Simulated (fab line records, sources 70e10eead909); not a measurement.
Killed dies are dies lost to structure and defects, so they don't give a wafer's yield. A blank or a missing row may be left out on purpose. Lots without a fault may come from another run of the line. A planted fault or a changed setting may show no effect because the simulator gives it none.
A struck lot beside a sound one | flow nand_harc | 10 steps out of a route of 1159
Sound: wafers L549.2, L549.5, L549.6. Struck: wafer L553.3. (L553.1, L553.2 of the same lot were not struck and are left out.) The cause comes at the end.
At each step with rows: each side's tool, then ch and its chambers, then its first start. Under that, the readings that differ: sound wafers | struck wafers | difference of the means | sigmas: that difference in standard deviations of wafers without a fault.
alike: readings whose means differ by less than 2 such deviations, and words and numbers that are the same on both sides. not compared: withheld readings, readings that some wafer has no value for, bounds like >300 that may hide the same value, and numbers for which the record gives no deviation and whose values overlap.
The two part at a step that has a row with sigmas, a row that says differs or no value, or rows on one side only. Numbers that don't overlap but have no deviation are shown without sigmas and don't part them. A reading that every wafer of one side lacks parts them only if that side has two wafers or more.

first, 1 step without rows for these wafers: NHARC_A_WL_FILL_CVD_23 (deposits poly-Si, target thk 40 nm, time 800 s).
NHARC_A_WL_FILL_ETCHBACK_26: etches the open film in HBr, target depth 52 nm, time 13.3 s.
  sound on rie_si-06 ch 1,2, day 17 16:41; struck on rie_si-05 ch 2, day 19 01:34
  reading                | sound                | struck | difference | sigmas
  throttle_valve_pct (%) | 23.265 23.255 23.274 | 23.244 | -0.021     | -2
  alike: drypump_motor_current_A, oes_product_au, rf_fwd_power_W
  not compared: rf_hours_counter_h
then, 2 steps without rows for these wafers: NHARC_A_WL_FILL_PRECLEAN_30 (cleans in dHF, time 10 s); NHARC_A_WL_FILL_SRD_14.
NHARC_A_WL_FILL_ALD_19: deposits TiN, target thk 2 nm, pulse time 3 s, ald cycles 100.
  sound on ald_metal-02 ch 0,1,3, day 17 17:00; struck on ald_metal-04 ch 3, day 19 01:50
  alike: heater_power_w, precursor_pulse_height_rel
NHARC_A_WL_FILL_CVD_20: deposits W, target thk 75 nm, time 5064 s.
  sound on cvd_w-01 ch 0,1; struck on cvd_w-01 ch 0
  alike: chamber_pressure_Torr, heater_power_w, throttle_valve_pct
NHARC_A_WL_FILL_CMP_12: polishes, t overpolish 30 s, target thk 75 nm.
  sound on cmp-03 ch 1,2,3, day 17 22:16; struck on cmp-03 ch 2, day 19 07:08
  alike: motor_current_A, overpolish_run_s, time_to_endpoint_s
then, 1 step without rows for these wafers: NHARC_A_WL_FILL_SRD_31.
NHARC_A_WL_FILL_INSPECT_15:
  sound on defect_inspect-01, day 17 22:41; struck on defect_inspect-01, day 19 07:38
  alike: raw_defect_count
NHARC_A_CONTACT_DEP_24: deposits SiO2, target thk 500 nm.
  sound on pecvd-02 ch 0,1, day 17 22:49; struck on pecvd-02 ch 0, day 19 07:52
  reading                      | sound             | struck | difference | sigmas
  chamber_pressure_Torr (Torr) | 6.515 6.500 6.541 | 6.482  | -0.037     | -2
  mfc_precursor_sccm (sccm)    | 161.1 161.3 161.9 | 164.9  | +3.5       | +8
  alike: heater_power_w, rf_fwd_power_W, throttle_valve_pct

WHERE THEY PART
First at NHARC_A_WL_FILL_ETCHBACK_26; last, within this record, at NHARC_A_CONTACT_DEP_24.

WHY: what the simulator had put in
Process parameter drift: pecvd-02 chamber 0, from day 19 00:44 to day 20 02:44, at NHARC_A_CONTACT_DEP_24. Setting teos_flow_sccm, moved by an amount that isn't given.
